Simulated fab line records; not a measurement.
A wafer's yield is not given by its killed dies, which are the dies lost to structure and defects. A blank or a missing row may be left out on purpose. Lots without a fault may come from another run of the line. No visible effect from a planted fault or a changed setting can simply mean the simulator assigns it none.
fab line records	flow n5-finfet
record: lots: 6	wafers: 18	last-day: 18
route steps=1938 shown BEOL_M8@1338 PASSIVATION@1936
lots with no fault: from the same line, run without faults
start-h: hours from the record's opening day to when the first of the lot's shown wafers began	wait-h: hours elapsed since this lot's preceding step	" the same as in the row above	L1.1+2: a row that stands for several wafers	- no value present, or no start provided	* or withheld: withheld	< > ~ a bound
route shown NAME@n: a module of which the file shows steps, and the number in the route of the first	usual: the fault-free wafers' mean and standard deviation	same: alike in all rows	chamber/n: place in a boat	sites: the reading at each site	_std_site: the values' standard deviation	_edge_site: inner sites' mean taken away from outer sites' mean	radius-mm: how far each site lies from the wafer's centre	mask NAME#n: copy n	behind: the last tool/chamber to shape the wafer	hold: why the lot went on hold/how many hours it stayed there/how the hold came to an end	device: the transistor (n, p or np) that didn't switch	end of line: tests of these same wafers at the route's end	step lacking rows: just its recipe	killed: dies that structure and defects cost at the first sort, which is not the same as the wafer's yield	map: the dies of a wafer, with x for killed, . for not killed, _ for no die there
set.NAME: the setting the step ran with; set.NAME@STEP: the setting that earlier step ran with	model.NAME: the simulator's own value behind a step, which no gauge read
lots seen at some steps along the route; tables by step, rows by wafer
services: a tool's chamber out of use, with start hour (start-h, from the record's first day; less than 0 if before it), hours out, and reason
== steps ==
step: N5_BEOL_M8_COAT_60
recipe: resist: SiARC	temp-c: 220	time-s: 60	spin-rpm: 1500	resist-thk-nm: 35
step: N5_BEOL_M8_COAT_05
recipe: resist: CAR-ArF	spin-rpm: 1500	resist-thk-nm: 90
step: N5_BEOL_M8_EBR_07
recipe: solvent: PGMEA	ebr-width-mm: 1.5
step: N5_BEOL_M8_SOFTBAKE_06
recipe: temp-c: 110	time-s: 60	resist: CAR-ArF
step: N5_BEOL_M8_EXPOSE_08
recipe: mask-id: M8	na: 1.35	source-shape: dipole	sigma-inner: 0.817	sigma-outer: 0.97	polarization: te	dose-mj: 68.25
step: N5_BEOL_M8_PEB_09
recipe: peb-temp-c: withheld	peb-time-s: 60	resist: CAR-ArF
step: N5_BEOL_M8_DEVELOP_10
recipe: develop-time-s: 30	developer: TMAH	resist: CAR-ArF	rinse-liquid: diw	dry: air-spin	dev-temp-c: 23
step: N5_BEOL_M8_CD_MEAS_11
recipe: target-cd-nm: 38.5	landing-energy-ev: 500	detector: se-inlens	polarity: opening
usual: cd-nm: 38.3/0.54
lot.wafer	tool	chamber	start-h	wait-h	cd-nm
L388.3	cd-sem-03	0	270.50	-	38.9
L388.5	"	0	"	"	38.6
L388.6	"	0	"	"	38.6
L390.1	cd-sem-03	0	273.38	-	37.8
L390.3	"	0	"	"	38.4
L390.5	"	0	"	"	38.4
L395.1	cd-sem-01	0	310.54	-	37.9
L395.3	"	0	"	"	39.0
L395.6	"	0	"	"	39.0
L399.2	cd-sem-03	0	330.62	-	38.9
L399.3	"	0	"	"	38.0
L399.5	"	0	"	"	38.4
L400.3	cd-sem-01	0	344.27	-	38.4
L400.5	"	0	"	"	38.7
L400.6	"	0	"	"	38.6
L404.2	cd-sem-01	0	359.44	-	37.5
L404.5	"	0	"	"	38.0
L404.6	"	0	"	"	38.6
step: N5_BEOL_M8_OVL_MEAS_12
recipe: points-per-wafer: 44
usual: M8_OVL: -0.6/0.73
lot.wafer	tool	chamber	start-h	wait-h	M8_OVL[nm]
L388.3	overlay-02	0	270.53	0.0	0.5
L388.5	"	0	"	"	1.8
L388.6	"	0	"	"	0.2
L390.1	overlay-01	0	273.41	0.0	-2.7
L390.3	"	0	"	"	-1.1
L390.5	"	0	"	"	-1.1
L395.1	overlay-02	0	310.58	0.0	-1.0
L395.3	"	0	"	"	-0.7
L395.6	"	0	"	"	-0.8
L399.2	overlay-01	0	330.65	0.0	-1.5
L399.3	"	0	"	"	-0.9
L399.5	"	0	"	"	-0.3
L400.3	overlay-02	0	344.29	0.0	-0.8
L400.5	"	0	"	"	-2.5
L400.6	"	0	"	"	-0.1
L404.2	overlay-02	0	359.47	0.0	0.1
L404.5	"	0	"	"	-0.7
L404.6	"	0	"	"	0.4
step: N5_BEOL_M8_INSPECT_13
recipe: mode: adi	inspect-instrument: brightfield
usual: raw-defect-count: 405/97
lot.wafer	tool	chamber	start-h	wait-h	raw-defect-count
L388.3	defect-inspect-01	-	270.55	0.0	411
L388.5	"	-	"	"	380
L388.6	"	-	"	"	450
L390.1	defect-inspect-01	-	273.43	0.0	358
L390.3	"	-	"	"	311
L390.5	"	-	"	"	517
L395.1	defect-inspect-02	-	310.60	0.0	380
L395.3	"	-	"	"	371
L395.6	"	-	"	"	391
L399.2	defect-inspect-02	-	330.67	0.0	618
L399.3	"	-	"	"	462
L399.5	"	-	"	"	414
L400.3	defect-inspect-02	-	344.32	0.0	362
L400.5	"	-	"	"	283
L400.6	"	-	"	"	218
L404.2	defect-inspect-01	-	359.49	0.0	458
L404.5	"	-	"	"	551
L404.6	"	-	"	"	446
step: N5_BEOL_M8_DESCUM_16
recipe: chemistry: O2	time-s: 7.9	source-power-w: 50	bias-power-w: 20	pressure-mtorr: 20	rf-frequency-hz: 2.712e+07	temp-c: 40	resist: CAR-ArF	o2-flow-sccm: 225
usual: drypump-motor-current-A: 5.7/0.45	oes-product-au: 0.83/0.057	rf-vpp-V: 243.4/1.7	showerhead-plenum-p-Torr: 2.11/0.098	throttle-valve-pct: 20.44/0.24
lot.wafer	tool	chamber	start-h	wait-h	drypump-motor-current-A	oes-product-au	rf-hours-counter-h	rf-vpp-V	showerhead-plenum-p-Torr	throttle-valve-pct
L388.3	rie-diel-01	1	272.47	1.9	5.8	0.85	92	242.3	2.05	20.46
L388.5	"	3	"	"	6.5	0.85	-	242.9	2.22	20.74
L388.6	"	2	"	"	5.1	0.89	-	242.9	2.03	20.05
L390.1	rie-diel-03	1	275.27	1.8	5.5	0.84	82	244.5	2.20	20.47
L390.3	"	0	"	"	5.6	0.89	29	245.7	2.21	20.01
L390.5	"	2	"	"	5.6	0.96	-	246.1	2.26	20.46
L395.1	rie-diel-01	0	310.64	0.0	5.6	0.82	69	242.0	2.02	20.34
L395.3	"	1	"	"	5.8	0.82	106	241.4	2.04	20.47
L395.6	"	0	"	"	5.6	0.81	-	241.8	2.02	20.33
L399.2	rie-diel-01	3	330.72	0.1	6.5	0.81	86	245.7	2.22	20.78
L399.3	"	2	"	"	5.1	0.85	-	241.5	2.02	20.07
L399.5	"	2	"	"	5.1	0.85	-	243.2	2.02	20.12
L400.3	rie-diel-05	1	344.35	0.0	5.6	0.81	72	240.8	2.02	20.33
L400.5	"	3	"	"	5.5	0.86	-	242.7	2.13	20.47
L400.6	"	0	"	"	5.6	0.73	-	240.8	1.92	20.89
L404.2	rie-diel-05	1	359.63	0.1	5.5	0.81	78	243.2	2.02	20.32
L404.5	"	3	"	"	5.5	0.85	-	245.1	2.13	20.46
L404.6	"	2	"	"	5.7	0.77	-	244.9	2.20	20.53
step: N5_BEOL_M8_ETCH_61
recipe: chemistry: CF4	target: SiARC	target-depth-a: 455	mask-material: CAR-ArF	time-s: 75.8	ion-energy-ev: 80	pressure-mtorr: 40	source-w: 545	bias-w: 36	Ar_flow_sccm: 100	cf4-flow-sccm: 100	ends: cleared
usual: drypump-motor-current-A: 5.7/0.45	etch-rf-on-time-s: 75.0/1.9	oes-product-au: 0.71/0.047	rf-vpp-V: 184.2/1.4	showerhead-plenum-p-Torr: 2.16/0.094	throttle-valve-pct: 15.58/0.2
lot.wafer	tool	chamber	start-h	wait-h	drypump-motor-current-A	etch-rf-on-time-s	oes-product-au	rf-hours-counter-h	rf-vpp-V	showerhead-plenum-p-Torr	throttle-valve-pct
L388.3	rie-diel-01	1	272.50	0.0	5.8	72.6	0.73	92	184.1	2.09	15.47
L388.5	"	3	"	"	6.5	73.1	0.73	-	184.7	2.28	15.87
L388.6	"	2	"	"	5.1	74.3	0.75	-	183.3	2.09	15.30
L390.1	rie-diel-03	1	275.30	0.0	5.4	74.0	0.71	82	184.6	2.24	15.57
L390.3	"	0	"	"	5.6	74.5	0.76	29	186.6	2.28	15.28
L390.5	"	2	"	"	5.6	79.2	0.80	-	185.7	2.27	15.41
L395.1	rie-diel-01	0	310.67	0.0	5.7	77.7	0.69	69	185.9	2.08	15.57
L395.3	"	1	"	"	5.8	73.9	0.71	106	183.5	2.08	15.51
L395.6	"	0	"	"	5.7	77.3	0.69	-	182.8	2.08	15.58
L399.2	rie-diel-01	3	330.78	0.0	6.5	73.8	0.70	86	186.6	2.27	15.93
L399.3	"	2	"	"	5.1	75.4	0.71	-	183.2	2.08	15.37
L399.5	"	2	"	"	5.1	75.3	0.73	-	184.4	2.08	15.36
L400.3	rie-diel-05	1	344.39	0.0	5.6	77.6	0.70	72	183.6	2.09	15.58
L400.5	"	3	"	"	5.5	73.1	0.75	-	184.1	2.19	15.64
L400.6	"	0	"	"	5.5	76.9	0.63	-	183.5	1.96	15.96
L404.2	rie-diel-05	1	359.66	0.0	5.6	77.2	0.69	78	183.5	2.09	15.60
L404.5	"	3	"	"	5.5	73.8	0.73	-	184.5	2.19	15.64
L404.6	"	2	"	"	5.6	78.4	0.65	-	185.3	2.23	15.58
step: N5_BEOL_M8_ETCH_62
recipe: chemistry: N2/H2	target: SOC	target-depth-a: 1100	overetch-a: 220	mask-material: SiARC	temp-c: 40	time-s: 165	ion-energy-ev: 200	pressure-mtorr: 30	source-w: 840	bias-w: 150	n2-flow-sccm: 200	h2-flow-sccm: 200
usual: drypump-motor-current-A: 5.7/0.45	h2-flow-sccm: 200.0/0.61	n2-flow-sccm: 200.0/0.59	oes-product-au: 0.70/0.047	rf-vpp-V: 524/3.3	showerhead-plenum-p-Torr: 2.56/0.11	throttle-valve-pct: 17.78/0.24
lot.wafer	tool	chamber	start-h	wait-h	drypump-motor-current-A	h2-flow-sccm	n2-flow-sccm	oes-product-au	rf-hours-counter-h	rf-vpp-V	showerhead-plenum-p-Torr	throttle-valve-pct	model.SiARC_of_BEOL_M8_COAT_60.thk-nm
L388.3	rie-diel-01	1	272.56	0.0	5.8	199.6	200.8	0.71	92	522	2.48	17.90	28
L388.5	"	3	"	"	6.5	199.8	200.8	0.71	-	527	2.68	17.91	27.8
L388.6	"	2	"	"	5.1	199.5	198.8	0.74	-	523	2.46	17.34	27.8
L390.1	rie-diel-03	1	275.36	0.0	5.5	201.1	200.1	0.70	82	528	2.70	18.01	28
L390.3	"	0	"	"	5.7	199.8	199.7	0.75	29	527	2.70	17.55	28
L390.5	"	2	"	"	5.6	200.3	200.9	0.82	-	529	2.73	17.73	28.6
L395.1	rie-diel-01	0	310.73	0.0	5.7	200.3	200.4	0.70	69	522	2.48	17.86	28.4
L395.3	"	1	"	"	5.9	200.0	198.9	0.70	106	521	2.48	17.90	29.2
L395.6	"	0	"	"	5.6	200.4	199.2	0.70	-	520	2.48	17.86	28.4
L399.2	rie-diel-01	3	330.86	0.1	6.5	199.1	199.4	0.67	86	527	2.67	17.94	29.2
L399.3	"	2	"	"	5.1	199.3	198.8	0.71	-	522	2.46	17.39	29.2
L399.5	"	2	"	"	5.1	199.3	199.4	0.71	-	522	2.46	17.38	29.2
L400.3	rie-diel-05	1	344.44	0.0	5.6	199.8	200.6	0.70	72	521	2.48	17.85	28.4
L400.5	"	3	"	"	5.5	198.6	200.9	0.72	-	526	2.60	17.80	27.8
L400.6	"	0	"	"	5.6	199.5	200.2	0.63	-	517	2.34	18.31	28.4
L404.2	rie-diel-05	1	359.72	0.0	5.6	200.1	201.0	0.69	78	522	2.47	17.86	28.6
L404.5	"	3	"	"	5.5	199.5	199.6	0.72	-	524	2.60	17.81	28
L404.6	"	2	"	"	5.7	199.0	199.9	0.66	-	527	2.64	17.72	28.6
step: N5_BEOL_M8_STRIP_68
recipe: chemistry: N2/H2	temp-c: 40	n2-flow-sccm: 200	h2-flow-sccm: 200	rf-frequency-hz: 6e+07
step: N5_PASSIVATION_PROBE_49
usual: defect-limited-yield: 91.0/1.4	killed_at_M0_to_M3: 33/11	killed_at_M4_up: 14/5	killed-at-contacts: 11/7.3	killed-at-front-end: 43/12	killed-at-other: 4/3.1	killed-dies: 106/17	killed-open: 69/13	killed-short: 34/8.7	sort_bin_5_function: 5.2/0.96	sort_bin_6_memory: 3.3/0.66	sort_bin_8_speed: 0.00/0.012	sort-n-pass: 1074/17	sort-yield-pct: 91.0/1.4
same: gross-dies: 1180	killed-at-back-side: 0	sort_bin_4_leakage[%]: 0
lot.wafer	tool	chamber	start-h	wait-h	defect-limited-yield[%]	killed_at_M0_to_M3	killed_at_M4_up	killed-at-contacts	killed-at-front-end	killed-at-other	killed-dies	killed-open	killed-short	sort_bin_5_function[%]	sort_bin_6_memory[%]	sort_bin_8_speed[%]	sort-n-pass	sort-yield-pct[%]
L390.1	prober-02	-	346.06	0.0	91.5	32	11	18	37	2	100	68	31	4.4	3.7	0	1080	91.5
L390.3	prober-02	-	346.16	0.1	91.1	41	12	20	30	2	105	62	39	5.4	2.9	0	1075	91.1
L390.5	prober-02	-	346.26	0.2	90.3	50	6	9	39	11	115	65	46	5.1	4.2	0	1065	90.3
L388.3	prober-02	-	348.65	0.1	91.2	40	13	2	45	4	104	66	30	5.0	2.9	0	1076	91.2
L388.5	prober-02	-	348.75	0.2	92.1	30	14	11	36	2	93	62	31	3.9	3.7	0	1087	92.1
L388.6	prober-02	-	348.80	0.3	92.2	32	9	7	42	2	92	52	35	4.2	3.1	0	1088	92.2
L395.1	prober-01	-	394.29	0.0	87.6	56	23	5	58	4	146	87	57	7.9	4.1	0	1034	87.6
L395.3	prober-01	-	394.39	0.1	91.9	25	18	3	49	1	96	65	31	5.3	2.8	0	1084	91.9
L395.6	prober-01	-	394.54	0.3	92.4	19	18	6	47	0	90	60	30	4.7	2.5	0	1090	92.4
L399.2	prober-01	-	403.94	0.1	92.2	32	9	10	40	1	92	60	29	4.2	3.2	0	1088	92.2
L399.3	prober-01	-	403.99	0.1	93.1	27	9	14	26	5	81	52	22	3.6	2.9	0.08	1098	93.1
L399.5	prober-01	-	404.09	0.2	93.3	20	14	1	39	5	79	47	25	3.1	2.8	0.08	1100	93.2
L400.3	prober-02	-	425.45	0.1	93.4	15	13	5	43	2	78	48	29	3.9	2.4	0	1102	93.4
L400.5	prober-02	-	425.55	0.2	87.7	22	11	13	90	9	145	86	57	6.9	4.9	0	1035	87.7
L400.6	prober-02	-	425.60	0.3	91.8	23	14	9	49	2	97	57	38	4.4	3.6	0	1083	91.8
L404.2	prober-02	-	430.34	0.1	89.5	46	26	5	42	5	124	79	45	5.8	4.2	0	1056	89.5
L404.5	prober-02	-	430.49	0.2	91.3	31	19	9	39	5	103	64	37	5.3	3.1	0	1077	91.3
L404.6	prober-02	-	430.54	0.3	92.0	35	10	4	44	1	94	60	34	4.7	3.1	0	1086	92.0
killed by level:class
L390.1 MOL_CONTACT_COAG:geometric-particle:open=11 STI_FIN_REVEAL:geometric-particle:open=11 FIN_SAQP:geometric-particle:open=7 BEOL_M4:geometric-particle:open=7 MOL_CONTACT_COAG:geometric-particle:short=7 BEOL_M0_SAQP:geometric-particle:short=7 BEOL_M0_SAQP:geometric-particle:open=6 GATE_CUT:geometric-particle:short=5
L390.3 MOL_CONTACT_COAG:geometric-particle:open=16 BEOL_M0_SAQP:geometric-particle:short=10 FIN_SAQP:geometric-particle:short=9 BEOL_M2:geometric-particle:open=8 BEOL_M0_SAQP:geometric-particle:open=7 FIN_SAQP:geometric-particle:open=5 BEOL_M1:geometric-particle:open=5 MOL_CONTACT_COAG:geometric-particle:short=4
L390.5 BEOL_M0_SAQP:geometric-particle:open=15 BEOL_M0_SAQP:geometric-particle:short=14 STI_FIN_REVEAL:geometric-particle:open=9 BEOL_M3:geometric-particle:open=8 MOL_CONTACT_COAG:geometric-particle:open=5 BEOL_M1:geometric-particle:open=5 FIN_SAQP:geometric-particle:short=4 FIN_SAQP:geometric-particle:open=4
L388.3 BEOL_M3:geometric-particle:open=13 STI_FIN_REVEAL:geometric-particle:open=10 BEOL_M0_SAQP:geometric-particle:open=7 BEOL_M1:geometric-particle:open=6 FIN_SAQP:geometric-particle:open=5 BEOL_M4:geometric-particle:open=5 STARTING-WAFER:geometric-particle:open=5 HKMG_FIN:area-etch=5
L388.5 MOL_CONTACT_COAG:geometric-particle:open=11 BEOL_M3:geometric-particle:open=8 STI_FIN_REVEAL:geometric-particle:open=5 BEOL_M0_SAQP:geometric-particle:open=5 BEOL_M0_SAQP:geometric-particle:short=5 FIN_SAQP:geometric-particle:short=4 DUMMY_GATE:geometric-particle:open=4 GATE_CUT:geometric-particle:open=4
L388.6 BEOL_M0_SAQP:geometric-particle:short=12 FIN_SAQP:geometric-particle:open=6 STI_FIN_REVEAL:geometric-particle:open=6 BEOL_M0_SAQP:geometric-particle:open=6 GATE_CUT:geometric-particle:short=5 BEOL_M3:geometric-particle:open=5 MOL_CONTACT_COAG:geometric-particle:open=4 FIN_SAQP:geometric-particle:short=3
L395.1 BEOL_M0_SAQP:geometric-particle:open=22 FIN_SAQP:geometric-particle:short=20 BEOL_M0_SAQP:geometric-particle:short=15 FIN_SAQP:geometric-particle:open=10 BEOL_M4:geometric-particle:open=10 DUMMY_GATE:geometric-particle:open=9 BEOL_M2:geometric-particle:open=9 MOL_CONTACT_COAG:geometric-particle:open=5
L395.3 FIN_SAQP:geometric-particle:open=10 FIN_SAQP:geometric-particle:short=10 BEOL_M0_SAQP:geometric-particle:open=9 GATE_CUT:geometric-particle:short=8 BEOL_M4:geometric-particle:open=7 DUMMY_GATE:geometric-particle:open=6 BEOL_M5:geometric-particle:open=6 BEOL_M0_SAQP:geometric-particle:short=5
L395.6 FIN_SAQP:geometric-particle:short=12 BEOL_M4:geometric-particle:open=11 FIN_SAQP:geometric-particle:open=10 STI_FIN_REVEAL:geometric-particle:open=7 BEOL_M0_SAQP:geometric-particle:open=7 MOL_CONTACT_COAG:geometric-particle:open=5 STI_FIN_REVEAL:geometric-particle:short=4 DUMMY_GATE:geometric-particle:open=4
L399.2 STI_FIN_REVEAL:geometric-particle:open=11 MOL_CONTACT_COAG:geometric-particle:open=9 BEOL_M0_SAQP:geometric-particle:open=9 BEOL_M0_SAQP:geometric-particle:short=6 BEOL_M2:geometric-particle:open=5 STARTING-WAFER:geometric-particle:short=5 STI_FIN_REVEAL:geometric-particle:short=4 BEOL_M3:geometric-particle:open=4
L399.3 MOL_CONTACT_COAG:geometric-particle:open=8 BEOL_M1:geometric-particle:open=8 BEOL_M3:geometric-particle:open=7 MOL_CONTACT_COAG:geometric-particle:short=4 BEOL_M0_SAQP:geometric-particle:open=4 BEOL_M2:geometric-particle:open=4 STI_FIN_REVEAL:geometric-particle:open=3 BEOL_M4:geometric-particle:open=3
L399.5 STI_FIN_REVEAL:geometric-particle:open=7 BEOL_M0_SAQP:geometric-particle:open=7 DUMMY_GATE:geometric-particle:open=6 HKMG_FIN:area-etch=6 BEOL_M4:geometric-particle:open=5 GATE_CUT:geometric-particle:short=4 BEOL_M3:geometric-particle:short=4 BEOL_M5:geometric-particle:open=4
L400.3 FIN_SAQP:geometric-particle:short=11 STI_FIN_REVEAL:geometric-particle:open=5 DUMMY_GATE:geometric-particle:open=5 GATE_CUT:geometric-particle:short=5 GATE_CUT:geometric-particle:open=5 MOL_CONTACT_COAG:geometric-particle:open=5 BEOL_M4:geometric-particle:open=5 ILD0:geometric-particle:short=4
L400.5 FIN_SAQP:geometric-particle:open=24 FIN_SAQP:geometric-particle:short=24 STI_FIN_REVEAL:geometric-particle:open=9 MOL_CONTACT_COAG:geometric-particle:open=8 BEOL_M1:geometric-particle:open=7 GATE_CUT:geometric-particle:short=7 DUMMY_GATE:geometric-particle:open=6 MOL_CONTACT_COAG:geometric-particle:short=5
L400.6 FIN_SAQP:geometric-particle:short=11 FIN_SAQP:geometric-particle:open=10 BEOL_M1:geometric-particle:open=8 GATE_CUT:geometric-particle:short=7 MOL_CONTACT_COAG:geometric-particle:open=7 GATE_CUT:geometric-particle:open=5 BEOL_M3:geometric-particle:open=5 STI_FIN_REVEAL:geometric-particle:open=4
L404.2 BEOL_M4:geometric-particle:open=17 BEOL_M2:geometric-particle:open=12 FIN_SAQP:geometric-particle:short=10 BEOL_M0_SAQP:geometric-particle:open=9 FIN_SAQP:geometric-particle:open=8 STI_FIN_REVEAL:geometric-particle:open=6 BEOL_M4:geometric-particle:short=6 BEOL_M0_SAQP:geometric-particle:short=6
L404.5 FIN_SAQP:geometric-particle:short=8 MOL_CONTACT_COAG:geometric-particle:open=8 BEOL_M0_SAQP:geometric-particle:short=8 BEOL_M0_SAQP:geometric-particle:open=7 FIN_SAQP:geometric-particle:open=5 GATE_CUT:geometric-particle:short=5 GATE_CUT:geometric-particle:open=5 BEOL_M2:geometric-particle:open=5
L404.6 FIN_SAQP:geometric-particle:short=17 BEOL_M0_SAQP:geometric-particle:open=9 FIN_SAQP:geometric-particle:open=7 BEOL_M2:geometric-particle:open=7 STI_FIN_REVEAL:geometric-particle:open=6 DUMMY_GATE:geometric-particle:open=6 BEOL_M5:geometric-particle:open=5 BEOL_M4:geometric-particle:open=4
== services ==
tool	chamber	start-h	hours	kind
rie-diel-03	-	255.51	15.6	pm
rie-diel-05	-	266.94	15.6	pm
rie-diel-01	-	288.94	2.8	pm
rie-diel-05	0	293.56	3.4	repair
rie-diel-03	3	348.27	-	clean
rie-diel-03	3	348.27	-	consumable-replace:focus-ring
rie-diel-03	3	348.27	19.9	scheduled-down
rie-diel-03	3	348.27	19.9	vent-cycle
== key ==
first-sign none at tools or gauges
model-effect: step: N5_BEOL_M8_ETCH_62	value: SiARC_of_BEOL_M8_COAT_60.thk-nm	without: 28.05	struck: 29.2
met-at N5_BEOL_M8_ETCH_62
struck-wafers L395.3,L399.2,L399.3,L399.5
onset-between 272.56 310.73
fault: kind: process-parameter-drift	tool: rie-diel-01	chamber: -	onset-h: 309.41	steps: N5_BEOL_M8_ETCH_62	channel: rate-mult	offset: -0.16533	shape: step	end-h: 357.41	scope: struck-wafers-only
